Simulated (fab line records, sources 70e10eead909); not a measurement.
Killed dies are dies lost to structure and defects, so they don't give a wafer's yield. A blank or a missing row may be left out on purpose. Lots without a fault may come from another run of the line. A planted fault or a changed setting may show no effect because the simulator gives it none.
A struck lot beside a sound one | flow nand_harc | 40 steps out of a route of 1302
Sound: wafers L774.2, L774.3, L774.4. Struck: wafers L778.2, L778.3, L778.6. The cause comes at the end.
At each step with rows: each side's tool, then ch and its chambers, then its first start. Under that, the readings that differ: sound wafers | struck wafers | difference of the means | sigmas: that difference in standard deviations of wafers without a fault.
alike: readings whose means differ by less than 2 such deviations, and words and numbers that are the same on both sides. not compared: withheld readings, readings that some wafer has no value for, bounds like >300 that may hide the same value, and numbers for which the record gives no deviation and whose values overlap.
The two part at a step that has a row with sigmas, a row that says differs or no value, or rows on one side only. Numbers that don't overlap but have no deviation are shown without sigmas and don't part them. A reading that every wafer of one side lacks parts them only if that side has two wafers or more.

first, 4 steps without rows for these wafers: NHARC_P_M1_EBR_05; NHARC_P_M1_EXPOSE_06 (exposes mask P M1, target cd 130 nm); NHARC_P_M1_PEB_07 (peb time 65 s); NHARC_P_M1_DEVELOP_08 (develop time 35 s).
NHARC_P_M1_CD_MEAS_09: target cd 130 nm.
  sound on cd_sem-03 ch 0, day 6 14:55; struck on cd_sem-02 ch 0, day 7 22:30
  alike: cd_nm
NHARC_P_M1_OVL_MEAS_10: pitch 260 nm.
  sound on overlay-02, day 6 15:01; struck on overlay-01, day 7 22:35
  alike: overlay_x_nm, overlay_y_nm
NHARC_P_M1_INSPECT_11:
  sound on defect_inspect-01, day 6 15:02; struck on defect_inspect-01, day 7 22:37
  alike: raw_defect_count
then, 2 steps without rows for these wafers: NHARC_P_M1_DESCUM_14 (chemistry O2, time 3 s); NHARC_P_M1_ETCH_35 (etches the open film in N2/H2, target depth 40 nm, overetch 12 nm, time 43.94 s).
NHARC_P_M1_ETCH_15: etches the open film in C4F8/Ar, target depth 182.5 nm, time 91.2 s.
  sound on rie_diel-09 ch 1,2,3; struck on rie_diel-09 ch 1,3
  alike: oes_product_au, rf_vpp_V
  not compared: rf_hours_counter_h
NHARC_P_M1_CD_MEAS_16:
  sound on cd_sem-01, day 6 15:25; struck on cd_sem-03, day 7 22:59
  alike: cd_nm
then, 1 step without rows for these wafers: NHARC_P_M1_STRIP_18 (strips in N2/H2).
NHARC_P_M1_ETCH_28: etches the open film in CF4/N2, target depth 30 nm, time 72.99 s.
  sound on rie_diel-07 ch 0,1,2, day 6 15:44; struck on rie_diel-09 ch 0,3, day 7 23:18
  alike: drypump_motor_current_A, oes_product_au, rf_vpp_V, showerhead_plenum_p_Torr, throttle_valve_pct
  not compared: rf_hours_counter_h
then, 1 step without rows for these wafers: NHARC_P_M1_STRIP_19 (strips in post etch residue remover, time 600 s).
NHARC_P_M1_DEGAS_29: time 60 s.
  sound on pvd_sputter-01, day 6 16:07; struck on pvd_sputter-02, day 7 23:43
  alike: heater_power_w
NHARC_P_M1_PRE_CLEAN_30: time 30 s.
  sound on pvd_sputter-01; struck on pvd_sputter-02
  alike: heater_power_w
then, 5 steps without rows for these wafers: NHARC_P_M1_PVD_20 (deposits TaN, target thk 5 nm, time 8.06 s); NHARC_P_M1_PVD_21 (deposits Cu, target thk 30 nm, time 20.49 s); NHARC_P_M1_ECD_22 (material Cu, target thk 400 nm); NHARC_P_M1_ANNEAL_31 (time 90 s); NHARC_P_M1_CMP_23 (polishes, t overpolish 20 s, target thk 157.82 nm).
NHARC_P_M1_THK_MEAS_24: measures by xrf.
  sound on film_metro-02, day 6 17:33; struck on film_metro-02, day 8 01:06
  alike: thk_nm
then, 2 steps without rows for these wafers: NHARC_P_M1_SRD_25; NHARC_P_M1_PRE_CLEAN_32 (time 12 s).
NHARC_P_M1_DEP_33: deposits SiCN, target thk 30 nm.
  sound on pecvd-02 ch 1,2, day 6 17:52; struck on pecvd-04 ch 0,2, day 8 01:26
  alike: heater_power_w
then, 10 steps without rows for these wafers: NHARC_P_M2_DEP_00 (deposits SiOC, target thk 182.5 nm); NHARC_P_M2_DEHYDRATE_01 (time 120 s); NHARC_P_M2_HMDS_02 (time 30 s); NHARC_P_M2_COAT_34 (time 65 s); NHARC_P_M2_COAT_03 (resist thk 90 nm); NHARC_P_M2_SOFTBAKE_04 (time 55 s); NHARC_P_M2_EBR_05; NHARC_P_M2_EXPOSE_06 (exposes mask P M2, target cd 170 nm); NHARC_P_M2_PEB_07 (peb time 65 s); NHARC_P_M2_DEVELOP_08 (develop time 35 s).
NHARC_P_M2_CD_MEAS_09: target cd 170 nm.
  sound on cd_sem-01 ch 0, day 6 18:59; struck on cd_sem-03 ch 0, day 8 02:39
  alike: cd_nm
NHARC_P_M2_OVL_MEAS_10: pitch 340 nm.
  sound on overlay-02, day 6 19:04; struck on overlay-01, day 8 02:45
  alike: overlay_x_nm, overlay_y_nm
then, 1 step without rows for these wafers: NHARC_P_M2_DESCUM_14 (chemistry O2, time 3 s).
NHARC_P_M2_ETCH_35: etches the open film in N2/H2, target depth 40 nm, overetch 12 nm, time 43.94 s.
  sound on rie_diel-12 ch 0,1,3, day 6 19:16; struck on rie_diel-12 ch 0,1,3, day 8 02:56
  alike: drypump_motor_current_A, oes_product_au, rf_vpp_V, showerhead_plenum_p_Torr, throttle_valve_pct
  not compared: rf_hours_counter_h
-- the record jumps here: 18 days lie between the struck wafers' starts before and after (it left off in module P_M2 and takes up again in module END, whose first step shown is number 1302 of the route) --
NHARC_END_SORT_01:
  sound on prober-02 ch 0, day 25 16:05; struck on prober-01 ch 0, day 26 00:52
  reading             | sound    | struck     | difference | sigmas
  killed_at_array     | 71 86 80 | 19 29 18   | -57        | -3
  killed_at_other     | 3 0 0    | 4 7 1      | +3         | +2
  killed_at_periphery | 3 3 3    | 52 110 103 | +85        | +28
  alike: defect_limited_yield, killed_dies, killed_open, killed_short

WHERE THEY PART
Only at NHARC_END_SORT_01, within this record.

WHY: what the simulator had put in
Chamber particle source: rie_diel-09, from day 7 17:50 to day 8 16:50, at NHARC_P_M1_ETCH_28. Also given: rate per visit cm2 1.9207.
